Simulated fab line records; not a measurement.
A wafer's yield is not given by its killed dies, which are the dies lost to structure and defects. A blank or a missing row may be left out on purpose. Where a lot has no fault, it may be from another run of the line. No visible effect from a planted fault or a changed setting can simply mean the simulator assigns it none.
Code-filled problem report in 8D (eight disciplines) form ; flow n5_finfet ; the parts of the form that need people (team, actions taken, sign-off) are left out

== 1. PROBLEM STATEMENT ==
M15_ILD_THK at N5_BEOL_M15_THK_MEAS_01 reads a mean of 2438 nm on 4 wafers of 2 lots; wafers without a fault read 1627 nm with a standard deviation of 22. Measured from the usual mean, that is +37 standard deviations.
The first sign was on wafer L616.3 at day 15 01:54, on film_metro-02. Wafers with a number at this step in the record: 26, from 9 lots. Rule for "out" (also "out of limits"): further than 4 standard deviations from the usual mean. The rest of the wafers with a number are treated as sound.

== 2. WHAT IT IS, AND WHAT IT ISN'T ==
question;is;is not
which readings at this step;M15_ILD_THK;-
which lots;L616, L620;L605, L607, L608, L611, L614, L624, L626
which wafers of those lots;L616.3, L616.4, L620.4, L620.6;L616.1, L620.2
read on which gauges;film_metro-01, film_metro-02;-
when;from day 15 01:54;"up to then (16 sound wafers); but 6 sound wafers of L620, L624, L626 came after"

== 3. WHAT RULES OUT EACH SUSPECT ==
Counting: a tool at a process step up to the reading stays a suspect if it ran every lot that is out. Sound lots after the first of them don't rule it out here, since some wafers of a struck lot are sound.
- ruled out: the gauge at N5_BEOL_M15_THK_MEAS_01. Those wafers that are out were read across 2 gauges (film_metro-01, film_metro-02).
- pvd_sputter-03 at N5_BEOL_M14_SPUTTER_44 (material Ta, target thk 15 nm, time 24.19 s): kept. It ran every lot that is out, first L616 (day 15 00:26).
- pecvd-03 at N5_BEOL_M15_ILD_DEP_00 (deposits SiO2 from TEOS/O2, target thk 1629.3 nm, time 346.1 s): kept. It ran every lot that is out, first L616 (day 15 01:39); its last sound lot up to then is L608 (day 12 19:14). Its own run_length_s readings are out on those wafers.
- The sound lot-mates ran in chamber 0 of pecvd-03 at N5_BEOL_M15_ILD_DEP_00, but the wafers that are out ran in chamber 2.
Left after counting: pvd_sputter-03 at N5_BEOL_M14_SPUTTER_44, pecvd-03 at N5_BEOL_M15_ILD_DEP_00.

== 4. THE CAUSE (what the simulator had put in) ==
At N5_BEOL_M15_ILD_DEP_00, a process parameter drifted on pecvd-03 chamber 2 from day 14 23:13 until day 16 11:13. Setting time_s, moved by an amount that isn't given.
Counting leaves 2 suspects; this tool is one of them.

== 5. THE EFFECT CHAIN, in route order ==
One row per reading whose mean, taken over the struck wafers that have a number, lies over 3 standard deviations from the usual. Scope: only readings with a usual standard deviation given in the record; hours: median across lots of the time from each lot's start at the first step in this table that gives one to its start at this step; sigmas: change in usual standard deviations.
hours;step;reading;usual;on struck wafers;change;sigmas
0;N5_BEOL_M15_ILD_DEP_00;run_length_s;389.0 s;560.3;+171.3;+99 or more
0;N5_BEOL_M15_THK_MEAS_01;M15_ILD_THK;1627 nm;2438;+811;+37
1;N5_BEOL_M15_CD_MEAS_17;cd_nm;361.3 nm;369.8;+8.5;+4.7
It contains these process steps:
- N5_BEOL_M15_ILD_DEP_00: deposits SiO2 from TEOS/O2, target thk 1629.3 nm, time 346.1 s.

== 6. WHAT WOULD HAVE CAUGHT IT SOONER ==
Counted from the fault's start at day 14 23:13, it took 3 hours until the first out-of-limits reading at a measuring or inspecting step in this record, taken at day 15 01:54.
The tool's own readings at N5_BEOL_M15_ILD_DEP_00 were out on every struck wafer that the step has a row for (run_length_s): an alarm limit on them would have fired on the first of those.
Among the 2 lots that are out, L620 began N5_BEOL_M15_ILD_DEP_00 on pecvd-03 after day 15 01:54. Had the tool been put on hold then, it would have been spared.
